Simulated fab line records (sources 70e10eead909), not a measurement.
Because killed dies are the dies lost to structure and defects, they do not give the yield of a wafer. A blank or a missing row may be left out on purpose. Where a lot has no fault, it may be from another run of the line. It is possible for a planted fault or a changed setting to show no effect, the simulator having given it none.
What tool caused it? ; flow nand_harc ; 12 lots, 36 wafers sampled, at 3 steps of a route of 1302

## WHAT THE GAUGES READ, wafer by wafer
NHARC_A_M1_INSPECT_27.
lot;measured;on;raw_defect_count
L074;day 23 14:15;defect_inspect-02;362 423 383
L077;day 24 16:43;defect_inspect-02;748 749 590
L081;day 27 14:38;defect_inspect-01;480 386 646
L084;day 28 02:02;defect_inspect-02;505 466 624
L083;day 28 20:39;defect_inspect-02;472 522 552
L086;day 29 10:31;defect_inspect-01;617 518 565
L087;day 29 18:32;defect_inspect-02;402 445 480
L089;day 30 01:05;defect_inspect-02;426 460 408
L091;day 30 06:02;defect_inspect-01;680 438 755
L093;day 31 06:15;defect_inspect-02;514 476 490
L095;day 32 13:52;defect_inspect-01;448 295 426
L097;day 34 04:02;defect_inspect-01;557 468 409

## WHICH TOOL RAN EACH LOT (tool, then ch and the chambers of the sampled wafers, then the start)
lot;NHARC_A_M0_CMP_23;NHARC_A_M1_ANNEAL_31
L074;cmp-02 ch 0,3, day 23 09:39;rtp_anneal-02 ch 0, day 23 13:29
L077;cmp-03 ch 0,3, day 24 11:56;rtp_anneal-01 ch 0, day 24 15:55
L081;cmp-02 ch 0,1,3, day 27 10:02;rtp_anneal-01 ch 0, day 27 13:49
L084;cmp-01 ch 0,2, day 27 21:28;rtp_anneal-01 ch 0, day 28 01:19
L083;cmp-02 ch 0,2,3, day 28 16:02;rtp_anneal-01 ch 0, day 28 19:50
L086;cmp-03 ch 0,2,3, day 29 05:43;rtp_anneal-02 ch 0, day 29 09:42
L087;cmp-03 ch 1,2, day 29 13:46;rtp_anneal-02 ch 0, day 29 17:43
L089;cmp-01 ch 1,2, day 29 20:17;rtp_anneal-02 ch 0, day 30 00:25
L091;cmp-03 ch 0,1, day 30 01:06;rtp_anneal-01 ch 0, day 30 05:14
L093;cmp-02 ch 0,1,3, day 31 01:33;rtp_anneal-02 ch 0, day 31 05:26
L095;cmp-01 ch 0,3, day 32 09:23;rtp_anneal-01 ch 0, day 32 13:03
L097;cmp-01 ch 1,2,3, day 33 23:26;rtp_anneal-02 ch 0, day 34 03:16
- NHARC_A_M0_CMP_23: polishes, t overpolish 20 s, target thk 113.75 nm.
- NHARC_A_M1_ANNEAL_31: time 90 s.

## THE ANSWER, worked out from the rows above alone
Rule: the lots themselves supply what counts as usual. Put in order of their means at a reading, lots are off if they are a third of the lots or fewer, leave a main group of 4 or more, and stand apart from it by a gap of 3 or more times the standard deviation of the main group's means; of several such gaps the widest counts. A main group whose means are all the same, to the digits that the tables above print for the reading, isn't used. A lot without any number at a reading at which 4 lots or more have one is off too. Any other lot the step has rows for is counted as sound.
None of the lots is off at any reading shown; this tells nothing.

## WHAT THE SIMULATOR HAD INSERTED
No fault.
